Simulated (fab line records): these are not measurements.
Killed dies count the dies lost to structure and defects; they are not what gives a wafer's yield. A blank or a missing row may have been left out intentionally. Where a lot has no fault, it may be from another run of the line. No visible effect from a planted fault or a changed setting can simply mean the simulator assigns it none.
Matching of chambers / flow n5Finfet / pecvd-01 running N5_BEOL_M0_SAQP_HM_DEP_111: 3 sister chambers
The step deposits SiO2 from SiH4/N2O, target thk 12 nm, time 7.2 s. 16 wafers are shown with their chamber, then 8 later ones without.

WAFERS, EACH WITH ITS CHAMBER
wafer=L076.1; chamber=0; showerheadPlenumPTorr (Torr)=8.05; showerheadVppV (V)=1039; heaterPowerW (W)=889
wafer=L076.3; chamber=2; showerheadPlenumPTorr (Torr)=8.08; showerheadVppV (V)=916; heaterPowerW (W)=664
wafer=L076.4; chamber=2; showerheadPlenumPTorr (Torr)=8.07; showerheadVppV (V)=939; heaterPowerW (W)=661
wafer=L079.2; chamber=1; showerheadPlenumPTorr (Torr)=8.21; showerheadVppV (V)=990; heaterPowerW (W)=785
wafer=L079.4; chamber=0; showerheadPlenumPTorr (Torr)=8.04; showerheadVppV (V)=1030; heaterPowerW (W)=794
wafer=L079.5; chamber=2; showerheadPlenumPTorr (Torr)=8.08; showerheadVppV (V)=902; heaterPowerW (W)=593
wafer=L083.3; chamber=0; showerheadPlenumPTorr (Torr)=8.03; showerheadVppV (V)=1040; heaterPowerW (W)=754
wafer=L083.5; chamber=0; showerheadPlenumPTorr (Torr)=8.04; showerheadVppV (V)=1022; heaterPowerW (W)=776
wafer=L083.6; chamber=1; showerheadPlenumPTorr (Torr)=8.20; showerheadVppV (V)=991; heaterPowerW (W)=768
wafer=L084.2; chamber=2; showerheadPlenumPTorr (Torr)=8.06; showerheadVppV (V)=933; heaterPowerW (W)=684
wafer=L084.5; chamber=2; showerheadPlenumPTorr (Torr)=8.06; showerheadVppV (V)=919; heaterPowerW (W)=678
wafer=L084.6; chamber=0; showerheadPlenumPTorr (Torr)=8.02; showerheadVppV (V)=1026; heaterPowerW (W)=891
wafer=L091.1; chamber=2; showerheadPlenumPTorr (Torr)=8.07; showerheadVppV (V)=905; heaterPowerW (W)=706
wafer=L091.4; chamber=0; showerheadPlenumPTorr (Torr)=8.02; showerheadVppV (V)=1047; heaterPowerW (W)=841
wafer=L091.5; chamber=1; showerheadPlenumPTorr (Torr)=8.20; showerheadVppV (V)=990; heaterPowerW (W)=830
wafer=L093.2; chamber=1; showerheadPlenumPTorr (Torr)=8.20; showerheadVppV (V)=980; heaterPowerW (W)=899

SIGNATURES (means of the wafers above)
reading=showerheadPlenumPTorr; chamber 0=8.0333; chamber 1=8.2025; chamber 2=8.0700; scatter within a chamber=0.00964
reading=showerheadVppV; chamber 0=1034.00; chamber 1=987.75; chamber 2=919.00; scatter within a chamber=11.2
reading=heaterPowerW; chamber 0=824.17; chamber 1=820.50; chamber 2=664.33; scatter within a chamber=51.7
Rule: a wafer lies at a distance from a chamber equal to the root of the sum of squares, over the readings, of (its reading less the chamber's mean, divided by the reading's scatter). The wafer belongs to the nearest chamber; if the next one is less than 2 further off, it can't be placed. The scatter: the root of (the sum of the squares of (reading less its chamber's mean) over the shown wafers, divided by (wafers less chambers)).

WAFERS WHOSE CHAMBER IS MISSING
wafer=L093.3; showerheadPlenumPTorr (Torr)=8.22; showerheadVppV (V)=1017; heaterPowerW (W)=891
wafer=L093.4; showerheadPlenumPTorr (Torr)=8.02; showerheadVppV (V)=1042; heaterPowerW (W)=805
wafer=L097.1; showerheadPlenumPTorr (Torr)=8.03; showerheadVppV (V)=1053; heaterPowerW (W)=742
wafer=L097.3; showerheadPlenumPTorr (Torr)=8.22; showerheadVppV (V)=990; heaterPowerW (W)=831
wafer=L097.5; showerheadPlenumPTorr (Torr)=8.02; showerheadVppV (V)=1043; heaterPowerW (W)=741
wafer=L095.2; showerheadPlenumPTorr (Torr)=8.19; showerheadVppV (V)=983; heaterPowerW (W)=913
wafer=L095.4; showerheadPlenumPTorr (Torr)=8.02; showerheadVppV (V)=1044; heaterPowerW (W)=834
wafer=L095.6; showerheadPlenumPTorr (Torr)=8.20; showerheadVppV (V)=992; heaterPowerW (W)=931

EACH ONE'S CHAMBER
wafer=L093.3; from the rows above=1; in truth=1
wafer=L093.4; from the rows above=0; in truth=0
wafer=L097.1; from the rows above=0; in truth=0
wafer=L097.3; from the rows above=1; in truth=1
wafer=L097.5; from the rows above=0; in truth=0
wafer=L095.2; from the rows above=1; in truth=1
wafer=L095.4; from the rows above=0; in truth=0
wafer=L095.6; from the rows above=1; in truth=1
Placed correctly: 8 of 8. Can't be placed from these rows: 0. Number placed wrongly: 0.
